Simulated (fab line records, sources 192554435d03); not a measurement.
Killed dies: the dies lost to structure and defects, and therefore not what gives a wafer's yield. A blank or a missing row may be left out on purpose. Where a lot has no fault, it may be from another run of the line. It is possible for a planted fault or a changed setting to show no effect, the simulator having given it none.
fab line records	flow n5_finfet
record: lots: 7	wafers: 19	last_day: 16
route steps=1938 shown BEOL_M3@959 BEOL_M4@1111 PASSIVATION@1936
lots with no fault: from the same line, run without faults
start_h: hours from the record's first day to the start of the lot's first wafer shown	wait_h: hours from the lot's prior step to this one	" as in the row above	L1.1+2: a single row standing in for several wafers	- either no value or no given start	* or withheld: withheld	< > ~ a bound
route shown NAME@n: a module of which the file shows steps, and the number in the route of the first	usual: mean and standard deviation over wafers with no fault	same: alike in all rows	chamber/n: place in a boat	sites: the reading at each site	_std_site: the values' standard deviation	_edge_site: outer sites' mean less inner sites'	radius_mm: for every site, how far away it sits from the centre of the wafer	mask NAME#n: copy n	behind: the most recent tool/chamber to have shaped the wafer	hold: what put the lot on hold/how long, in hours/how the hold closed	device: names the non-switching transistor (n, p or np)	end of line: at the end of the route, the tests of the same wafers	a step without rows: its recipe alone	killed: at the first sort, the dies lost to defects and structure; wafer yield is something else	map: shows each die of a wafer: x if killed, . if not, _ if none is there
set.NAME: the run value of the setting; set.NAME@STEP: its run value at that earlier step	model.NAME: the simulator's own value behind a step, which no gauge read
certain route steps with their lots: each step a table, each wafer a row
services: when a tool's chamber went out of use (start_h, in hours from the record's first day, below 0 if earlier), for how many hours, and the reason
== steps ==
step: N5_BEOL_M3_COAT_76
recipe: resist: underlayer	temp_c: 205	time_s: 60	spin_rpm: 1500	resist_thk_nm: 5
step: N5_BEOL_M3_COAT_22
recipe: resist: CAR-EUV	spin_rpm: 1500	resist_thk_nm: 30
step: N5_BEOL_M3_EBR_24
recipe: solvent: PGMEA	ebr_width_mm: 1.5
step: N5_BEOL_M3_SOFTBAKE_23
recipe: temp_c: 110	time_s: 60	resist: CAR-EUV
step: N5_BEOL_M3_EXPOSE_25
recipe: mask_id: V2	na: 0.33	source_shape: quasar	sigma_inner: 0.2	sigma_outer: 0.8	polarization: unpolarized	defocus_nm: 5	dose_mj: 63
step: N5_BEOL_M3_PEB_26
recipe: peb_temp_c: 100	peb_time_s: 60	resist: CAR-EUV
step: N5_BEOL_M3_DEVELOP_27
recipe: develop_time_s: 30	developer: TMAH	resist: CAR-EUV	rinse_liquid: surfactant_rinse	dry: air_spin	dev_temp_c: 23
step: N5_BEOL_M3_CD_MEAS_28
recipe: target_cd_nm: 25.7	landing_energy_ev: 500	detector: se_inlens	target_cd_y_nm: 23.3	polarity: opening
usual: cd_nm: 25.68/0.24
lot.wafer	tool	chamber	start_h	wait_h	cd_nm
L631.1	cd_sem-03	0	160.22	-	25.26
L631.3	"	0	"	"	25.40
L631.4	"	0	"	"	25.12
L632.2	cd_sem-01	0	165.44	-	25.47
L632.4	"	0	"	"	25.77
L632.5	"	0	"	"	25.75
L637.1	cd_sem-02	0	189.89	-	25.85
L637.2	"	0	"	"	25.53
L637.3	"	0	"	"	25.78
L641.1	cd_sem-03	0	215.37	-	25.83
L641.4	"	0	"	"	25.87
L643.2	cd_sem-03	0	242.80	-	25.39
L643.3	"	0	"	"	25.70
L643.5	"	0	"	"	25.37
L648.1	cd_sem-03	0	259.13	-	25.65
L648.4	"	0	"	"	26.28
L648.6	"	0	"	"	25.89
L649.1	cd_sem-03	0	266.22	-	25.51
L649.5	"	0	"	"	25.29
step: N5_BEOL_M3_OVL_MEAS_29
recipe: points_per_wafer: 522
usual: V2_OVL: -0.2/0.71
lot.wafer	tool	chamber	start_h	wait_h	V2_OVL[nm]
L631.1	overlay-02	0	160.25	0.0	-1.1
L631.3	"	0	"	"	-0.9
L631.4	"	0	"	"	0.7
L632.2	overlay-02	0	165.48	0.0	-0.7
L632.4	"	0	"	"	-1.9
L632.5	"	0	"	"	-0.5
L637.1	overlay-01	0	189.92	0.0	0.3
L637.2	"	0	"	"	-1.2
L637.3	"	0	"	"	-0.8
L641.1	overlay-01	0	215.41	0.0	0.0
L641.4	"	0	"	"	0.5
L643.2	overlay-02	0	242.84	0.0	0.4
L643.3	"	0	"	"	0.1
L643.5	"	0	"	"	0.1
L648.1	overlay-01	0	259.16	0.0	1.6
L648.4	"	0	"	"	-0.2
L648.6	"	0	"	"	-0.4
L649.1	overlay-02	0	266.25	0.0	-0.5
L649.5	"	0	"	"	0.0
step: N5_BEOL_M3_INSPECT_30
recipe: mode: adi	inspect_instrument: brightfield
usual: raw_defect_count: 394/71
lot.wafer	tool	chamber	start_h	wait_h	raw_defect_count
L631.1	defect_inspect-02	-	160.31	0.1	443
L631.3	"	-	"	"	429
L631.4	"	-	"	"	341
L632.2	defect_inspect-02	-	165.53	0.0	367
L632.4	"	-	"	"	442
L632.5	"	-	"	"	443
L637.1	defect_inspect-01	-	189.98	0.1	401
L637.2	"	-	"	"	524
L637.3	"	-	"	"	370
L641.1	defect_inspect-02	-	215.47	0.1	381
L641.4	"	-	"	"	305
L643.2	defect_inspect-02	-	242.89	0.0	412
L643.3	"	-	"	"	414
L643.5	"	-	"	"	513
L648.1	defect_inspect-01	-	259.22	0.1	391
L648.4	"	-	"	"	425
L648.6	"	-	"	"	462
L649.1	defect_inspect-01	-	266.31	0.1	299
L649.5	"	-	"	"	298
step: N5_BEOL_M3_DESCUM_33
recipe: chemistry: O2	time_s: 7	source_power_w: 50	bias_power_w: 20	pressure_mtorr: 20	rf_frequency_hz: 2.712e+07	temp_c: 40	resist: CAR-EUV	o2_flow_sccm: 225
usual: chamber_pressure_mTorr: 19.999/0.018	drypump_motor_current_A: 5.6/0.53	oes_product_au: 0.78/0.077	rf_vpp_V: 243.2/1.5	showerhead_plenum_p_Torr: 2.09/0.087	temp_c: 40.01/0.12	throttle_valve_pct: 20.41/0.21
lot.wafer	tool	chamber	start_h	wait_h	chamber_pressure_mTorr	drypump_motor_current_A	oes_product_au	rf_hours_counter_h	rf_vpp_V	showerhead_plenum_p_Torr	temp_c	throttle_valve_pct
L631.1	rie_diel-01	0	160.62	0.3	20.004	4.9	0.87	54	243.7	2.12	40.20	20.48
L631.3	"	1	"	"	20.020	5.8	0.86	36	243.7	2.14	39.81	20.51
L631.4	"	2	"	"	20.009	5.0	0.69	228	241.2	2.05	39.90	20.84
L632.2	rie_diel-01	1	165.57	0.0	19.985	5.8	0.86	37	244.5	2.14	40.06	20.52
L632.4	"	0	"	"	19.986	4.9	0.87	56	244.7	2.12	39.84	20.49
L632.5	"	0	"	"	19.979	4.9	0.87	-	242.9	2.12	39.93	20.47
L637.1	rie_diel-01	0	190.01	0.0	19.959	4.9	0.85	62	242.1	2.12	39.96	20.50
L637.2	"	2	"	"	20.025	5.0	0.68	236	242.6	2.05	40.14	20.84
L637.3	"	3	"	"	20.007	5.3	0.69	211	241.0	1.98	40.22	20.41
L641.1	rie_diel-05	1	215.50	0.0	19.991	6.1	0.81	70	244.5	2.20	39.83	20.15
L641.4	"	2	"	"	20.009	6.7	0.79	113	244.6	2.20	40.02	20.01
L643.2	rie_diel-03	1	243.09	0.2	20.013	6.1	0.87	61	242.3	2.03	40.19	20.30
L643.3	"	0	"	"	19.974	5.9	0.71	181	244.2	2.09	40.10	20.66
L643.5	"	3	"	"	19.993	5.4	0.69	-	244.0	2.16	40.13	20.60
L648.1	rie_diel-01	3	259.25	0.0	19.996	5.3	0.67	228	243.2	1.98	39.84	20.44
L648.4	"	1	"	"	20.015	5.8	0.82	67	243.8	2.13	40.05	20.55
L648.6	"	0	"	"	19.964	4.9	0.83	-	245.1	2.11	40.13	20.53
L649.1	rie_diel-05	0	266.35	0.0	20.025	5.6	0.75	145	240.4	1.95	39.92	20.57
L649.5	"	2	"	"	20.024	6.7	0.79	-	245.4	2.19	40.13	20.02
step: N5_BEOL_M3_ETCH_77
recipe: chemistry: N2/H2	target: underlayer	target_depth_a: 65	mask_material: CAR-EUV	time_s: 5.2	ion_energy_ev: 200	pressure_mtorr: 30	source_w: 840	bias_w: 150	n2_flow_sccm: 200	h2_flow_sccm: 200	ends: cleared
usual: chamber_pressure_mTorr: 30.00/0.04	drypump_motor_current_A: 5.6/0.54	etch_rf_on_time_s: 5.18/0.11	h2_flow_sccm: 200.0/0.57	oes_product_au: 0.67/0.065	rf_vpp_V: 524/3.3	showerhead_plenum_p_Torr: 2.54/0.11	throttle_valve_pct: 17.82/0.26
lot.wafer	tool	chamber	start_h	wait_h	chamber_pressure_mTorr	drypump_motor_current_A	etch_rf_on_time_s	h2_flow_sccm	oes_product_au	rf_hours_counter_h	rf_vpp_V	showerhead_plenum_p_Torr	throttle_valve_pct
L631.1	rie_diel-01	0	160.65	0.0	30.01	4.9	5.12	200.1	0.75	54	528	2.60	18.04
L631.3	"	1	"	"	30.04	5.8	4.96	200.3	0.76	36	524	2.59	17.73
L631.4	"	2	"	"	30.02	5.0	5.15	198.7	0.60	228	522	2.51	18.39
L632.2	rie_diel-01	1	165.60	0.0	29.98	5.8	5.06	201.0	0.75	37	525	2.58	17.75
L632.4	"	0	"	"	30.02	4.9	5.22	201.8	0.75	56	525	2.60	18.03
L632.5	"	0	"	"	30.03	4.9	5.20	200.1	0.74	-	524	2.60	18.05
L637.1	rie_diel-01	0	190.05	0.0	29.99	4.9	5.14	200.1	0.74	62	524	2.59	18.08
L637.2	"	2	"	"	29.99	5.0	5.30	200.2	0.57	236	525	2.51	18.43
L637.3	"	3	"	"	29.94	5.3	5.21	199.4	0.59	211	520	2.43	17.96
L641.1	rie_diel-05	1	215.54	0.0	29.95	6.1	5.24	199.8	0.70	70	528	2.70	17.62
L641.4	"	2	"	"	29.96	6.8	5.06	200.2	0.69	113	525	2.67	17.51
L643.2	rie_diel-03	1	243.12	0.0	29.94	6.1	5.23	199.2	0.74	61	522	2.50	17.91
L643.3	"	0	"	"	29.99	5.9	5.35	199.7	0.61	181	524	2.54	18.10
L643.5	"	3	"	"	30.03	5.4	5.30	199.5	0.58	-	526	2.60	17.97
L648.1	rie_diel-01	3	259.29	0.0	30.01	5.3	5.19	199.9	0.59	228	523	2.42	17.95
L648.4	"	1	"	"	30.02	5.8	5.02	199.4	0.72	67	525	2.57	17.79
L648.6	"	0	"	"	30.01	4.9	5.11	200.4	0.72	-	522	2.58	18.10
L649.1	rie_diel-05	0	266.38	0.0	29.94	5.6	5.10	199.9	0.63	145	519	2.34	17.86
L649.5	"	2	"	"	30.00	6.8	5.05	200.5	0.67	-	526	2.66	17.55
step: N5_BEOL_M3_ETCH_69
recipe: chemistry: CF4	target: SiARC	target_depth_a: 156	mask_material: CAR-EUV	time_s: 26	ion_energy_ev: 80	pressure_mtorr: 40	source_w: 545	bias_w: 36	Ar_flow_sccm: 100	cf4_flow_sccm: 100	ends: cleared
usual: chamber_pressure_mTorr: 40.00/0.039	drypump_motor_current_A: 5.6/0.53	etch_rf_on_time_s: 25.8/0.59	oes_product_au: 0.67/0.066	rf_vpp_V: 184.1/1.3	showerhead_plenum_p_Torr: 2.13/0.08	throttle_valve_pct: 15.56/0.22
lot.wafer	tool	chamber	start_h	wait_h	chamber_pressure_mTorr	drypump_motor_current_A	etch_rf_on_time_s	oes_product_au	rf_hours_counter_h	rf_vpp_V	showerhead_plenum_p_Torr	throttle_valve_pct
L631.1	rie_diel-01	0	160.67	0.0	39.97	4.9	18.9	0.92	54	185.1	2.16	15.52
L631.3	"	1	"	"	40.00	5.8	18.5	0.92	36	183.9	2.18	15.56
L631.4	"	2	"	"	39.96	5.0	19.5	0.71	228	183.7	2.12	16.11
L632.2	rie_diel-01	1	165.62	0.0	40.02	5.8	18.7	0.90	37	185.7	2.18	15.55
L632.4	"	0	"	"	40.04	4.9	18.9	0.91	56	184.5	2.16	15.51
L632.5	"	0	"	"	40.00	4.9	18.8	0.90	-	183.8	2.16	15.54
L637.1	rie_diel-01	0	190.06	0.0	40.02	4.9	18.5	0.91	62	183.2	2.16	15.55
L637.2	"	2	"	"	39.98	5.0	19.3	0.71	236	182.3	2.11	16.15
L637.3	"	3	"	"	40.05	5.3	18.9	0.73	211	183.3	2.04	15.64
L641.1	rie_diel-05	1	215.56	0.0	39.98	6.1	26.3	0.70	70	185.2	2.25	15.39
L641.4	"	2	"	"	40.02	6.7	25.4	0.69	113	185.5	2.23	15.16
L643.2	rie_diel-03	1	243.14	0.0	39.98	6.1	26.2	0.73	61	184.4	2.09	15.44
L643.3	"	0	"	"	39.93	5.9	27.1	0.61	181	184.4	2.13	15.73
L643.5	"	3	"	"	40.05	5.4	26.0	0.60	-	183.1	2.19	15.68
L648.1	rie_diel-01	3	259.30	0.0	40.04	5.3	26.0	0.59	228	183.6	2.04	15.70
L648.4	"	1	"	"	39.97	5.8	24.8	0.73	67	184.6	2.17	15.61
L648.6	"	0	"	"	40.03	4.9	25.1	0.73	-	183.8	2.15	15.59
L649.1	rie_diel-05	0	266.40	0.0	40.00	5.5	25.1	0.65	145	181.9	1.99	15.61
L649.5	"	2	"	"	40.01	6.7	24.8	0.69	-	186.3	2.22	15.20
step: N5_BEOL_M3_ALD_98
recipe: material: SiO2	target_thk_a: 25	temp_c: 100	ald_precursor_family: BDEAS	ald_co_reactant: O2-plasma	pulse_time_s: 1	co_reactant_pulse_time_s: 1	purge_time_s: 2	co_reactant_purge_time_s: 2	ald_cycles: 17	pressure_torr: 2
usual: heater_power_w: 81/9.5	precursor_pulse_height_rel: 0.999/0.022
same: co_reactant_pulse_time_s: 1
lot.wafer	tool	chamber	start_h	wait_h	heater_power_w	precursor_pulse_height_rel
L631.1	ald_sin-04	3	160.75	0.1	69	0.992
L631.3	"	0	"	"	83	1.015
L631.4	"	2	"	"	83	0.971
L632.2	ald_sin-03	1	165.80	0.2	85	0.985
L632.4	"	3	"	"	86	1.023
L632.5	"	3	"	"	85	0.987
L637.1	ald_sin-03	3	190.21	0.1	86	0.971
L637.2	"	1	"	"	85	0.962
L637.3	"	0	"	"	97	0.958
L641.1	ald_sin-03	0	215.64	0.1	95	0.994
L641.4	"	3	"	"	87	0.991
L643.2	ald_sin-04	0	243.29	0.1	85	0.983
L643.3	"	1	"	"	65	0.987
L643.5	"	3	"	"	70	0.995
L648.1	ald_sin-04	2	259.39	0.1	84	1.009
L648.4	"	3	"	"	70	1.030
L648.6	"	3	"	"	70	0.989
L649.1	ald_sin-03	1	266.48	0.1	87	1.036
L649.5	"	1	"	"	84	1.044
step: N5_BEOL_M4_RC_MEAS_101
usual: DIBL_N: 36.3/1.6	DIBL_P: 36.2/2.1	IOFF_N: 0.16/0.031	IOFF_P: 0.21/0.034	ION_N: 673/11	ION_P: 461/7.4	SS_N: 71.6/0.55	SS_P: 73.3/0.66	VT_N: 251/3.2	VT_P: -251/3.5
lot.wafer	tool	chamber	start_h	wait_h	DIBL_N[mV/V]	DIBL_P[mV/V]	IOFF_N[nA/um]	IOFF_P[nA/um]	ION_N[uA/um]	ION_P[uA/um]	SS_N[mV/dec]	SS_P[mV/dec]	VT_N[mV]	VT_P[mV]
L631.1	prober-01	0	179.89	0.0	35.8	34.9	0.15	0.18	668	454	72.2	72.9	254	-252
L631.3	"	0	"	"	35.2	35.2	0.14	0.18	666	459	71.4	73.5	252	-253
L631.4	"	0	"	"	35.5	36.0	0.16	0.20	672	459	71.9	73.0	249	-251
L632.2	prober-02	0	185.20	0.2	34.9	34.7	0.14	0.20	666	457	71.0	72.7	253	-249
L632.4	"	0	"	"	35.7	36.1	0.14	0.22	671	463	71.3	73.4	255	-248
L632.5	"	0	"	"	34.6	34.3	0.13	0.19	663	460	70.6	73.1	254	-250
L637.1	prober-02	0	206.20	0.0	38.0	39.6	0.20	0.23	687	461	71.5	73.9	247	-251
L637.2	"	0	"	"	36.3	38.3	0.17	0.24	668	460	70.5	74.1	248	-249
L637.3	"	0	"	"	37.4	38.0	0.17	0.20	655	450	71.7	73.1	252	-256
L641.1	prober-01	0	236.31	0.0	35.9	36.0	0.14	0.18	680	467	71.1	73.3	249	-254
L641.4	"	0	"	"	36.2	36.5	0.14	0.19	679	466	71.0	73.5	251	-252
L643.2	prober-02	0	256.81	0.2	38.6	38.5	0.20	0.26	680	465	71.7	73.7	249	-247
L643.3	"	0	"	"	35.4	35.7	0.14	0.21	662	463	71.0	73.4	252	-246
L643.5	"	0	"	"	36.4	35.7	0.15	0.20	660	453	71.6	72.9	249	-250
L648.1	prober-01	0	273.34	0.0	34.2	33.8	0.11	0.13	659	445	72.0	72.5	257	-261
L648.4	"	0	"	"	35.8	36.2	0.14	0.16	682	460	71.4	73.6	254	-259
L648.6	"	0	"	"	33.2	32.8	0.10	0.13	645	445	71.3	72.1	255	-258
L649.1	prober-01	0	280.98	0.0	37.6	36.2	0.15	0.19	664	454	72.1	73.3	252	-252
L649.5	"	0	"	"	36.0	35.4	0.13	0.19	661	454	72.1	73.5	254	-254
step: N5_PASSIVATION_PROBE_49
usual: defect_limited_yield: 91.5/1.5	killed_at_M0_to_M3: 32/9.4	killed_at_M4_up: 12/5.1	killed_at_contacts: 11/7.4	killed_at_front_end: 41/11	killed_at_other: 3.4/2.5	killed_dies: 100/17	killed_on_rim: 13/4.4	killed_open: 65/14	killed_short: 33/7	sort_bin_5_function: 4.9/0.96	sort_bin_6_memory: 3.1/0.7	sort_n_pass: 1080/17	sort_yield_pct: 91.5/1.5
same: gross_dies: 1180	killed_at_back_side: 0	sort_bin_4_leakage[%]: 0	sort_bin_8_speed[%]: 0
lot.wafer	tool	chamber	start_h	wait_h	defect_limited_yield[%]	killed_at_M0_to_M3	killed_at_M4_up	killed_at_contacts	killed_at_front_end	killed_at_other	killed_dies	killed_on_rim	killed_open	killed_short	sort_bin_5_function[%]	sort_bin_6_memory[%]	sort_n_pass	sort_yield_pct[%]
L631.1	prober-01	-	278.56	0.0	88.8	25	17	26	63	1	132	15	87	39	6.5	3.9	1048	88.8
L631.3	prober-01	-	278.66	0.1	92.2	21	14	18	36	3	92	13	60	31	4.7	3.0	1088	92.2
L631.4	prober-01	-	278.71	0.2	90.3	27	26	7	51	4	115	13	68	44	6.3	3.1	1065	90.3
L632.2	prober-02	-	289.77	0.1	89.8	48	10	14	44	4	120	10	77	43	5.2	4.8	1060	89.8
L632.5	prober-02	-	289.92	0.2	90.5	23	17	23	44	5	112	14	83	27	6.0	3.3	1068	90.5
L637.1	prober-02	-	300.69	0.0	93.6	26	4	7	39	0	76	9	51	23	4.1	2.0	1104	93.6
L637.2	prober-02	-	300.74	0.1	93.0	18	12	22	28	3	83	13	49	34	4.0	2.6	1097	93.0
L637.3	prober-02	-	300.79	0.1	92.8	27	9	11	36	2	85	9	54	28	4.2	2.8	1095	92.8
L641.4	prober-01	-	326.54	0.2	91.9	40	9	12	35	0	96	13	68	27	5.2	2.7	1084	91.9
L643.2	prober-02	-	349.87	0.1	92.1	28	3	11	47	4	93	13	53	39	5.3	2.5	1087	92.1
L643.3	prober-02	-	349.92	0.1	91.4	43	7	8	43	1	102	11	58	43	5.0	3.5	1078	91.4
L643.5	prober-02	-	350.02	0.2	91.9	36	9	19	30	2	96	14	67	28	5.0	3.1	1084	91.9
L648.1	prober-01	-	359.79	0.0	93.3	34	5	11	25	4	79	9	59	20	5.2	1.3	1101	93.3
L648.4	prober-01	-	359.94	0.2	93.2	38	4	9	21	8	80	10	56	24	4.2	2.1	1100	93.2
L648.6	prober-01	-	360.04	0.3	94.1	21	10	5	32	2	70	9	44	25	3.7	2.1	1110	94.1
L649.1	prober-01	-	385.17	0.0	89.5	40	16	17	41	10	124	17	75	47	7.1	3.1	1056	89.5
L649.5	prober-01	-	385.37	0.2	89.7	53	19	16	31	3	122	18	82	39	6.8	3.1	1058	89.7
killed by level:class
L631.1 MOL_CONTACT_COAG:geometric_particle:open=22 FIN_SAQP:geometric_particle:open=14 STI_FIN_REVEAL:geometric_particle:open=9 BEOL_M4:geometric_particle:open=9 BEOL_M0_SAQP:geometric_particle:short=7 BEOL_M0_SAQP:geometric_particle:open=6 GATE_CUT:geometric_particle:short=6 FIN_SAQP:geometric_particle:short=5
L631.3 MOL_CONTACT_COAG:geometric_particle:open=15 BEOL_M4:geometric_particle:open=8 FIN_SAQP:geometric_particle:open=7 GATE_CUT:geometric_particle:short=7 BEOL_M2:geometric_particle:open=6 FIN_SAQP:geometric_particle:short=5 STI_FIN_REVEAL:geometric_particle:open=5 BEOL_M0_SAQP:geometric_particle:short=4
L631.4 BEOL_M4:geometric_particle:open=11 BEOL_M0_SAQP:geometric_particle:short=9 FIN_SAQP:geometric_particle:open=8 STARTING-WAFER:geometric_particle:open=8 FIN_SAQP:geometric_particle:short=7 STI_FIN_REVEAL:geometric_particle:open=7 BEOL_M3:geometric_particle:open=7 BEOL_M4:geometric_particle:short=6
L632.2 STI_FIN_REVEAL:geometric_particle:open=20 BEOL_M0_SAQP:geometric_particle:short=16 MOL_CONTACT_COAG:geometric_particle:open=13 BEOL_M0_SAQP:geometric_particle:open=12 GATE_CUT:geometric_particle:short=6 BEOL_M3:geometric_particle:open=6 BEOL_M4:geometric_particle:open=5 BEOL_M2:geometric_particle:open=5
L632.5 MOL_CONTACT_COAG:geometric_particle:open=20 BEOL_M4:geometric_particle:open=10 FIN_SAQP:geometric_particle:open=8 STI_FIN_REVEAL:geometric_particle:open=7 BEOL_M1:geometric_particle:open=7 GATE_CUT:geometric_particle:open=6 BEOL_M3:geometric_particle:open=6 FIN_SAQP:geometric_particle:short=5
L637.1 DUMMY_GATE:geometric_particle:open=14 BEOL_M2:geometric_particle:open=8 FIN_SAQP:geometric_particle:short=6 MOL_CONTACT_COAG:geometric_particle:open=5 BEOL_M0_SAQP:geometric_particle:open=4 BEOL_M1:geometric_particle:open=4 BEOL_M3:geometric_particle:open=4 STI_FIN_REVEAL:geometric_particle:open=3
L637.2 MOL_CONTACT_COAG:geometric_particle:open=18 GATE_CUT:geometric_particle:short=9 BEOL_M0_SAQP:geometric_particle:short=6 MOL_CONTACT_COAG:geometric_particle:short=4 BEOL_M7:geometric_particle:open=4 STARTING-WAFER:geometric_particle:short=4 STI_FIN_REVEAL:geometric_particle:open=3 STARTING-WAFER:geometric_particle:open=3
L637.3 MOL_CONTACT_COAG:geometric_particle:open=11 BEOL_M0_SAQP:geometric_particle:open=8 FIN_SAQP:geometric_particle:open=6 STARTING-WAFER:geometric_particle:short=6 BEOL_M0_SAQP:geometric_particle:short=5 BEOL_M1:geometric_particle:open=4 BEOL_M3:geometric_particle:open=4 DUMMY_GATE:geometric_particle:short=3
L641.4 STI_FIN_REVEAL:geometric_particle:open=11 BEOL_M0_SAQP:geometric_particle:open=11 BEOL_M0_SAQP:geometric_particle:short=10 MOL_CONTACT_COAG:geometric_particle:open=9 BEOL_M3:geometric_particle:open=9 BEOL_M4:geometric_particle:open=9 DUMMY_GATE:geometric_particle:open=5 FIN_SAQP:geometric_particle:open=4
L643.2 FIN_SAQP:geometric_particle:open=10 FIN_SAQP:geometric_particle:short=9 MOL_CONTACT_COAG:geometric_particle:open=9 DUMMY_GATE:geometric_particle:open=7 BEOL_M2:geometric_particle:open=5 BEOL_M2:geometric_particle:short=5 BEOL_M0_SAQP:geometric_particle:short=4 GATE_CUT:geometric_particle:short=3
L643.3 FIN_SAQP:geometric_particle:short=11 DUMMY_GATE:geometric_particle:open=10 FIN_SAQP:geometric_particle:open=9 BEOL_M1:geometric_particle:open=8 MOL_CONTACT_COAG:geometric_particle:open=6 BEOL_M2:geometric_particle:open=6 STARTING-WAFER:geometric_particle:short=6 BEOL_M1:geometric_particle:short=5
L643.5 MOL_CONTACT_COAG:geometric_particle:open=18 BEOL_M1:geometric_particle:open=13 DUMMY_GATE:geometric_particle:open=8 FIN_SAQP:geometric_particle:open=6 BEOL_M1:geometric_particle:short=6 BEOL_M2:geometric_particle:open=4 BEOL_M3:geometric_particle:open=4 FIN_SAQP:geometric_particle:short=3
L648.1 MOL_CONTACT_COAG:geometric_particle:open=10 BEOL_M2:geometric_particle:open=9 BEOL_M0_SAQP:geometric_particle:open=8 BEOL_M0_SAQP:geometric_particle:short=6 BEOL_M3:geometric_particle:open=5 STI_FIN_REVEAL:geometric_particle:open=4 STARTING-WAFER:geometric_particle:open=4 FIN_SAQP:geometric_particle:short=3
L648.4 BEOL_M0_SAQP:geometric_particle:open=15 MOL_CONTACT_COAG:geometric_particle:open=8 BEOL_M0_SAQP:geometric_particle:short=8 BEOL_M2:geometric_particle:open=6 GATE_CUT:geometric_particle:short=4 MIM_TOP_ETCH:geometric_particle:open=4 FIN_SAQP:geometric_particle:open=3 STI_FIN_REVEAL:geometric_particle:open=3
L648.6 GATE_CUT:geometric_particle:short=8 BEOL_M0_SAQP:geometric_particle:short=6 BEOL_M1:geometric_particle:open=6 MOL_CONTACT_COAG:geometric_particle:open=5 DUMMY_GATE:geometric_particle:open=4 BEOL_M0_SAQP:geometric_particle:open=4 SPACER0:geometric_particle:short=3 BEOL_M11:geometric_particle:open=3
L649.1 BEOL_M0_SAQP:geometric_particle:short=16 MOL_CONTACT_COAG:geometric_particle:open=13 BEOL_M0_SAQP:geometric_particle:open=10 STI_FIN_REVEAL:geometric_particle:open=7 FIN_SAQP:geometric_particle:short=6 FIN_SAQP:geometric_particle:open=6 DUMMY_GATE:geometric_particle:open=5 BEOL_M3:geometric_particle:open=5
L649.5 MOL_CONTACT_COAG:geometric_particle:open=14 BEOL_M2:geometric_particle:open=12 BEOL_M3:geometric_particle:open=10 BEOL_M0_SAQP:geometric_particle:open=8 FIN_SAQP:geometric_particle:open=6 BEOL_M0_SAQP:geometric_particle:short=6 BEOL_M7:geometric_particle:open=6 BEOL_M3:geometric_particle:short=6
== services ==
tool	chamber	start_h	hours	kind
rie_diel-01	1	140.00	12.9	repair
ald_sin-03	0	150.53	8.9	repair
rie_diel-05	-	159.79	0.5	repair
ald_sin-04	-	177.17	14.0	pm
ald_sin-04	0	177.17	14.0	vent_cycle
ald_sin-04	1	177.17	14.0	vent_cycle
ald_sin-04	2	177.17	14.0	vent_cycle
ald_sin-04	3	177.17	14.0	vent_cycle
rie_diel-03	0	181.89	7.9	repair
ald_sin-04	0	191.17	-	clean
ald_sin-04	1	191.17	-	clean
ald_sin-04	2	191.17	-	clean
ald_sin-04	3	191.17	-	clean
rie_diel-01	-	191.85	2.8	pm
rie_diel-01	3	211.88	14.8	repair
ald_sin-04	2	230.19	1.8	repair
rie_diel-01	2	230.42	-	clean
rie_diel-01	2	230.42	-	consumable_replace:focus_ring
rie_diel-01	2	230.42	13.2	scheduled_down
rie_diel-01	2	230.42	13.2	vent_cycle
rie_diel-03	3	232.01	2.0	repair
ald_sin-03	3	257.28	54.2	repair
ald_sin-03	0	265.29	12.3	repair
rie_diel-03	3	266.40	4.3	repair
== key ==
first_sign: step: N5_BEOL_M3_ETCH_69	reading: etch_rf_on_time_s	direction: down	sigmas: 12	usual: *	struck: *
effect: step: N5_BEOL_M3_ETCH_69	reading: oes_product_au	direction: up	sigmas: 2.6	usual: 0.67	struck: 0.84	wafers_moved: 6
met_at N5_BEOL_M3_ETCH_69
struck_wafers L631.1,L631.3,L631.4,L632.2,L632.4,L632.5,L637.1,L637.2,L637.3
fault: kind: process_parameter_drift	tool: rie_diel-01	chamber: -	onset_h: 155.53	steps: N5_BEOL_M3_ETCH_69	channel: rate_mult	offset: 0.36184	shape: step	end_h: 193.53
